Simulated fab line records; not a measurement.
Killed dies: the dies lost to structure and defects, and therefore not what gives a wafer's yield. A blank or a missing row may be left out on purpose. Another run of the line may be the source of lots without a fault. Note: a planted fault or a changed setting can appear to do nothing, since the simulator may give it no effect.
Chamber matching ; flow n5Finfet ; 4 sister chambers for N5_BEOL_M6_ALD_77 on aldMetal-04
The step deposits TaN, target thk 2 nm, pulse time 2 s, purge time 3 s. 8 wafers are shown with their chamber, then 8 later ones without.

WAFERS PAIRED WITH THEIR CHAMBERS
wafer;chamber;heaterPowerW (W)
L084.6;3;448
L085.1;2;406
L085.2;1;442
L085.6;0;415
L087.2;0;421
L087.4;2;396
L087.6;1;450
L092.1;3;455

WAFERS MISSING THEIR CHAMBER
wafer;heaterPowerW (W)
L092.2;451
L092.5;402
L093.1;458
L093.4;414
L093.5;420
L089.1;451
L089.2;459
L089.3;409

WHICH CHAMBER EACH WENT THROUGH
wafer;from the rows above;in truth
L092.2;can't be placed: 3 or 1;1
L092.5;2;2
L093.1;can't be placed: 3 or 1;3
L093.4;can't be placed: 0 or 2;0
L093.5;0;0
L089.1;can't be placed: 3 or 1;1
L089.2;can't be placed: 3 or 1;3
L089.3;can't be placed: 2 or 0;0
Placed correctly: 2 of 8. Not placeable from these rows: 6 (in 6, the candidates include the true chamber). Wrongly placed: 0.
How it was worked out, from the rows above alone: a wafer's distance from a chamber is the root of the sum, over the readings, of the square of ((its reading less the chamber's mean) divided by the reading's scatter). If the next closest chamber is less than 2 further off than the closest, the wafer can't be placed; otherwise it belongs to the closest. For every chamber, the mean is computed from those of its wafers that are shown. How the scatter is found: for the shown wafers, subtract from each reading the mean of its chamber, square and add these, divide the total by (wafers less chambers), then take the root.
